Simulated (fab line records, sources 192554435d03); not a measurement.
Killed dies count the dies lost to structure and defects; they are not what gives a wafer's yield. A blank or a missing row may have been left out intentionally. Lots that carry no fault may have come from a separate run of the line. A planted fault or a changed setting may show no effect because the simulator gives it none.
A lot that was struck, set against a sound lot / flow n5_finfet / 37 steps out of a route of 1938
Sound: these wafers, L469.2, L469.3, L469.5. Struck: wafer L458.6 (L458.3, L458.4, from the same lot, were not struck and are left out); the cause is given at the end.
Each step with rows lists, per side, the tool, then ch with its chambers, then its first start. Under that, the readings that differ: sound wafers / struck wafers / difference of the means / sigmas: that difference in standard deviations of wafers without a fault.
alike: words and numbers the same on both sides, and readings whose means are apart by under 2 such deviations; not compared: readings that were withheld, readings missing a value for some wafer, numbers with overlapping values and no deviation given by the record, and bounds like >300 which may hide the same value.
A row with sigmas, a row that says differs or no value, or rows on one side alone: a step with any of these is where the two part. When numbers do not overlap yet have no deviation, they are printed without sigmas and do not part them. Lack of a reading on every wafer of one side parts them only where that side has two or more wafers.

first, 9 steps without rows for these wafers: N5_BEOL_M11_PEB_26 (peb time 60 s); N5_BEOL_M11_DEVELOP_27 (develop time 30 s); N5_BEOL_M11_DESCUM_33 (chemistry O2, time 7.9 s); N5_BEOL_M11_ETCH_65 (etches SiARC in CF4, target depth 39 nm, time 65 s); N5_BEOL_M11_ETCH_66 (etches SOC in N2/H2, target depth 120 nm, overetch 24 nm, time 180 s); N5_BEOL_M11_STRIP_69 (strips in N2/H2); N5_BEOL_M11_VIA_ETCH_34 (etches SiCOH lowk in C4F6/O2, target depth 184.5 nm, time 69.2 s); N5_BEOL_M11_STRIP_73 (strips in C4F6/O2); N5_BEOL_M11_STRIP_36 (strips in N2/H2).
N5_BEOL_M11_TRENCH_ETCH_37: etches SiCOH lowk in C4F6/O2, target depth 148.83 nm, time 48 s.
  sound on rie_diel-04 ch 1,2,3, day 16 22:31; struck on rie_diel-03 ch 3, day 13 16:08
reading=rf_fwd_power_W (W); sound=339.7 344.0 342.8; struck=258.5; difference=-83.7; sigmas=-56
reading=rf_vpp_V (V); sound=659 680 682; struck=742; difference=+68; sigmas=+5
reading=model.etch.depth_nm (nm); sound=153.9 147.2 148.1; struck=132.9; difference=-16.8; sigmas=
reading=model.BEOL_M11.feature_depth_nm (nm); sound=154 147.2 148; struck=132.8; difference=-16.9; sigmas=
  alike: drypump_motor_current_A, oes_product_au, showerhead_plenum_p_Torr, throttle_valve_pct
  not compared: rf_hours_counter_h
then, 2 steps without rows for these wafers: N5_BEOL_M11_ETCH_41 (etches SiCN in CH3F/O2, target depth 42.6 nm, time 86 s); N5_BEOL_M11_STRIP_77 (strips in N2/H2, time 10 s).
N5_BEOL_M11_OCD_MEAS_38:
  sound: ocd-01 at day 16 22:42; struck: ocd-01 at day 13 16:19
reading=trench_depth_nm (nm); sound=154.5 147.2 148.2; struck=132.8; difference=-17.2; sigmas=-6
then, 13 steps without rows for these wafers: N5_BEOL_M11_HM_STRIP_39 (strips TiN in peroxide tin strip, target depth 25 nm, time 158 s); N5_BEOL_M11_SRD_40 (time 30 s); N5_BEOL_M11_PRECLEAN_42 (cleans in residue remover, time 60 s); N5_BEOL_M11_SRD_43 (time 30 s); N5_BEOL_M11_CURE_72 (cures SiCOH lowk, time 120 s); N5_BEOL_M11_DEGAS_44 (time 60 s); N5_BEOL_M11_PRE_CLEAN_45 (time 30 s); N5_BEOL_M11_ALD_74 (deposits TaN, target thk 2 nm, pulse time 2 s, purge time 3 s); N5_BEOL_M11_SURFACE_TREAT_76; N5_BEOL_M11_CVD_75 (deposits Co from CCTBA/H2, target thk 2 nm, time 138.9 s); N5_BEOL_M11_SPUTTER_48 (material Cu, target thk 12 nm, time 2 s); N5_BEOL_M11_ECD_50 (material Cu, target thk 318 nm); N5_BEOL_M11_ANNEAL_51 (time 90 s).
N5_BEOL_M11_CMP_52: polishes, stops on SiCOH lowk, t overpolish 7 s, target thk 140 nm.
  sound on cmp-02 ch 0,1, day 17 01:41; struck on cmp-01 ch 1, day 13 18:32
reading=barrier_field_endpoint_s (s); sound=28.0 27.5 27.4; struck=29.3; difference=+1.7; sigmas=+3
reading=motor_current_A (A); sound=5.7 7.3 7.1; struck=5.3; difference=-1.4; sigmas=-2
reading=time_to_endpoint_s (s); sound=66 60 62; struck=71; difference=+8; sigmas=+3
reading=model.Cu_of_BEOL_M11_ECD_50.thk_nm (nm); sound=145.8 137 138.8; struck=124.2; difference=-16.3; sigmas=
  alike: overpolish_run_s, platen_rpm
  not compared: pad_life_wafers
N5_BEOL_M11_THK_MEAS_53: measures by xrf.
  sound: film_metro-02 at day 17 01:56; struck: film_metro-01 at day 13 18:49
reading=M11_THK (nm); sound=149 139 142; struck=126; difference=-17; sigmas=-5
then, 2 steps without rows for these wafers: N5_BEOL_M11_PRE_CLEAN_55 (time 15 s); N5_BEOL_M11_DEP_56 (deposits SiCN from 3MS/NH3, target thk 30 nm, time 10.5 s).
N5_BEOL_M11_RS_MEAS_57: measures by four-point-probe.
  sound: film_metro-01 at day 17 02:04; struck: film_metro-01 at day 13 18:57
reading=M11_RS (ohm/sq); sound=0.144 0.155 0.152; struck=0.172; difference=+0.022; sigmas=+6
then, 5 steps without rows for these wafers: N5_BEOL_M12_ILD_DEP_00 (deposits SiOC from DEMS/O2, target thk 658.92 nm, time 130.7 s); N5_BEOL_M12_COAT_58 (time 60 s, resist thk 89 nm); N5_BEOL_M12_COAT_04 (resist thk 400 nm); N5_BEOL_M12_EBR_06; N5_BEOL_M12_SOFTBAKE_05 (time 60 s).
N5_BEOL_M15_RC_MEAS_101:
  sound on prober-02 ch 0, day 18 08:44; struck on prober-02 ch 0, day 14 19:25
reading=COMB_M11 (S/m); sound=1.1e-11 1.3e-11 1e-11; struck=1.8e-11; difference=+6.7e-12; sigmas=+2
reading=SERP_M11 (ohm/um); sound=2.90 3.10 3.06; struck=3.52; difference=+0.50; sigmas=+5
reading=SERP_M11_max_site (ohm/um); sound=2.96 3.24 3.14; struck=3.64; difference=+0.53; sigmas=+5
reading=SERP_M6 (ohm/um); sound=12.8 14.0 13.4; struck=14.7; difference=+1.3; sigmas=+2
  alike: COMB_M10, COMB_M12, COMB_M13, COMB_M14, COMB_M15, COMB_M5, COMB_M6, COMB_M7, COMB_M8, COMB_M9, SERP_M10, SERP_M12, SERP_M13, SERP_M14, SERP_M5, SERP_M7, SERP_M8, SERP_M9

## WHERE THEY PART
Earliest at N5_BEOL_M11_TRENCH_ETCH_37; latest, in this record, at N5_BEOL_M15_RC_MEAS_101.

WHY: whatever the simulator had introduced
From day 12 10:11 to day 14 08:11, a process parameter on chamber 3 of rie_diel-03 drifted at N5_BEOL_M11_TRENCH_ETCH_37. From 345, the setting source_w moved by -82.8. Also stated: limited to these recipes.
